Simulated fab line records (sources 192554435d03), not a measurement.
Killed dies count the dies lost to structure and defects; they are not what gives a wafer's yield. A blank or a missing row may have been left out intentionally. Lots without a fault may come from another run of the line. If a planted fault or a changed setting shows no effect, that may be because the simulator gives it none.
Lot-split experiment | flow n5 finfet | on a route of 1938 steps: 7 lots, 21 wafers read

## SPLIT DETAILS
At N5_BEOL_M11_ETCH_66 (etches SOC in N2/H2, target depth 120 nm, overetch 24 nm, time 180 s), the setting time s was moved away from the recipe's 180 s on 6 of the 21 wafers read, by -22.1% to -6.2%. For the rest of the wafers, this setting stayed at what the recipe calls for.

Reading taken at the split's own step.

## THE READING
SiARC_of_BEOL_M11_COAT_64.thk nm (the simulator's own value, which no gauge read), in nm, at N5_BEOL_M11_ETCH_66 (etches SOC in N2/H2, target depth 120 nm, overetch 24 nm, time 180 s). The file does not state a usual value for it. The 15 wafers here that ran the recipe average 22.7 nm, standard deviation 0.2 nm.

wafer  | tool, chamber at the split | time s as run, s | against the recipe | SiARC_of_BEOL_M11_COAT_64.thk nm, nm | against lot-mates on the recipe
L077.3 | rie diel-04, 3             | 140.2            | -22.1%             | 24.4                                 | +1.6
L077.4 | rie diel-04, 1,3           | 180              | recipe             | 22.8                                 | -
L077.5 | rie diel-04, 1,3           | 180              | recipe             | 22.8                                 | -
L079.3 | rie diel-04, 1             | 180              | recipe             | 22.8                                 | -
L079.5 | rie diel-04, 1             | 180              | recipe             | 22.8                                 | -
L079.6 | rie diel-04, 0             | 180              | recipe             | 22.6                                 | -
L082.4 | rie diel-04, 1             | 180              | recipe             | 22.8                                 | -
L082.5 | rie diel-04, 1             | 180              | recipe             | 22.8                                 | -
L082.6 | rie diel-04, 2             | 180              | recipe             | 22.6                                 | -
L091.3 | rie diel-01, 0,1           | 141.5            | -21.4%             | 24.2                                 | +2.0
L091.5 | rie diel-01, 0,1           | 141.5            | -21.4%             | 24.2                                 | +2.0
L091.4 | rie diel-01, 3             | 180              | recipe             | 22.2                                 | -
L093.1 | rie diel-01, 2             | 180              | recipe             | 22.6                                 | -
L093.2 | rie diel-01, 1             | 155.6            | -13.6%             | 23.6                                 | +0.9
L093.4 | rie diel-01, 0             | 180              | recipe             | 22.8                                 | -
L095.2 | rie diel-01, 1             | 180              | recipe             | 22.6                                 | -
L095.5 | rie diel-01, 0             | 180              | recipe             | 22.8                                 | -
L095.6 | rie diel-01, 3             | 168              | -6.7%              | 23                                   | +0.3
L094.2 | rie diel-01, 3             | 180              | recipe             | 22.2                                 | -
L094.4 | rie diel-01, 2             | 180              | recipe             | 22.6                                 | -
L094.6 | rie diel-01, 3             | 168.8            | -6.2%              | 22.6                                 | +0.2
Rows listing several chambers each stand for several wafers; the file does not say which wafer went through which chamber.

FIT RESULTS
A straight line over all 21 wafers: SiARC_of_BEOL_M11_COAT_64.thk nm changes by -0.0731 nm for each +1% of time s; r = -0.94; the points scatter about the line by 0.21 nm.
The same after taking each lot's own level away (the mean of its wafers on the recipe; 21 wafers): -0.0832 nm for each +1%; r = -0.97; scatter 0.17 nm.
That fit puts the effect of the largest move of time s on the reading at 1.8 nm.
The span of the lots' own levels, 22.20 to 22.80 nm, comes to 3.0 times the standard deviation stated above.
Hence the slope depends on the lot-to-lot level, as the two fits are not the same.
Check: +1.9 nm against its lot-mates is what the line predicts for one of the wafers moved furthest among these (-22.1%) when that wafer is left out of the fit. It came out at +1.6 nm against them.

## ADDITIONAL SPLITS CARRIED BY THESE WAFERS
Other splits were also applied to these wafers ahead of the reading. Each is held against what the fit with the lots' levels taken away leaves over:
other split on the same wafers | wafers away from the commonest value | r with SiARC_of_BEOL_M11_COAT_64.thk nm (lot level and that fit taken away)
N5_BEOL_M10_COAT_63 spin rpm   | 6                                    | -0.30
N5_BEOL_M10_COAT_64 spin rpm   | 10                                   | +0.25
N5_BEOL_M11_COAT_22 spin rpm   | 10                                   | -0.15

## FILE'S OWN FIT
SiARC_of_BEOL_M11_COAT_64.thk nm changes by -0.0771 nm for each +1% of time s, r = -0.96.
